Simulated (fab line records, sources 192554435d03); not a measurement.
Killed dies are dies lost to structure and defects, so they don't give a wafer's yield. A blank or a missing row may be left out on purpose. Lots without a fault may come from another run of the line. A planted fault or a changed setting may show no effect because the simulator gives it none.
A struck lot beside a sound one | flow n5_finfet | 14 steps out of a route of 1938
Sound: wafers L729.2, L729.4, L729.6. Struck: wafers L736.1, L736.3, L736.6. The cause comes at the end.
At each step with rows: each side's tool, then ch and its chambers, then its first start. Under that, the readings that differ: sound wafers | struck wafers | difference of the means | sigmas: that difference in standard deviations of wafers without a fault.
alike: readings whose means differ by less than 2 such deviations, and words and numbers that are the same on both sides. not compared: withheld readings, readings that some wafer has no value for, bounds like >300 that may hide the same value, and numbers for which the record gives no deviation and whose values overlap.
The two part at a step that has a row with sigmas, a row that says differs or no value, or rows on one side only. Numbers that don't overlap but have no deviation are shown without sigmas and don't part them. A reading that every wafer of one side lacks parts them only if that side has two wafers or more.

N5_START_INSPECT_01: inspects for defects (unpatterned scan).
  sound on defect_inspect-02, day 2 12:02; struck on defect_inspect-01, day 4 06:02
  alike: raw_defect_count
then, 2 steps without rows for these wafers: N5_ZERO_LAYER_PRECLEAN_00 (cleans in SPM, time 600 s); N5_ZERO_LAYER_SRD_01 (time 30 s, dry time 30 s).
N5_ZERO_LAYER_PECVD_02: deposits SiO2 from SiH4/N2O, target thk 10 nm, time 6 s.
  sound on pecvd-01 ch 0,1, day 2 12:17; struck on pecvd-01 ch 0,1,2, day 4 06:17
  alike: heater_power_w, showerhead_plenum_p_Torr
then, 4 steps without rows for these wafers: N5_ZERO_LAYER_HMDS_04 (time 60 s); N5_ZERO_LAYER_COAT_05 (resist thk 1000 nm); N5_ZERO_LAYER_EBR_07; N5_ZERO_LAYER_SOFTBAKE_06 (time 90 s).
N5_ZERO_LAYER_EXPOSE_08: exposes mask ZERO, defocus 0 nm, target cd 2000 nm.
  sound on krf_scanner-02 ch 0, day 2 12:28; struck on krf_scanner-02 ch 0, day 4 06:35
  reading              | sound             | struck            | difference | sigmas
  exposure_dose_mJ_cm2 | 16.18 16.18 16.18 | 16.82 16.79 16.80 | +0.62      | +7
  alike: mask, focus_offset_nm, reticle_temp_C
then, 3 steps without rows for these wafers: N5_ZERO_LAYER_PEB_09; N5_ZERO_LAYER_DEVELOP_10 (develop time 60 s); N5_ZERO_LAYER_HARDBAKE_23 (time 120 s).
N5_ZERO_LAYER_CD_MEAS_11: target cd 2000 nm.
  sound on cd_sem-03 ch 0, day 2 12:38; struck on cd_sem-03 ch 0, day 4 06:46
  reading    | sound                | struck               | difference | sigmas
  cd_nm (nm) | 1999.6 1999.4 1999.2 | 2005.8 2006.6 2004.9 | +6.4       | +5
N5_ZERO_LAYER_DESCUM_16: chemistry O2, time 7.9 s.
  sound on rie_diel-02 ch 1,2,3, day 2 12:54; struck on rie_diel-06 ch 0,1,2, day 4 06:48
  alike: drypump_motor_current_A, o2_flow_sccm, oes_product_au, rf_vpp_V, showerhead_plenum_p_Torr, throttle_valve_pct
  not compared: rf_hours_counter_h

WHERE THEY PART
First at N5_ZERO_LAYER_EXPOSE_08; last, within this record, at N5_ZERO_LAYER_CD_MEAS_11. Later steps at which nothing parts them and some readings are alike: N5_ZERO_LAYER_DESCUM_16.

WHY: what the simulator had put in
Process parameter drift: krf_scanner-02, from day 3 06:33 on, at N5_ZERO_LAYER_EXPOSE_08. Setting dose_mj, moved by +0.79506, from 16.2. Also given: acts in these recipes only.
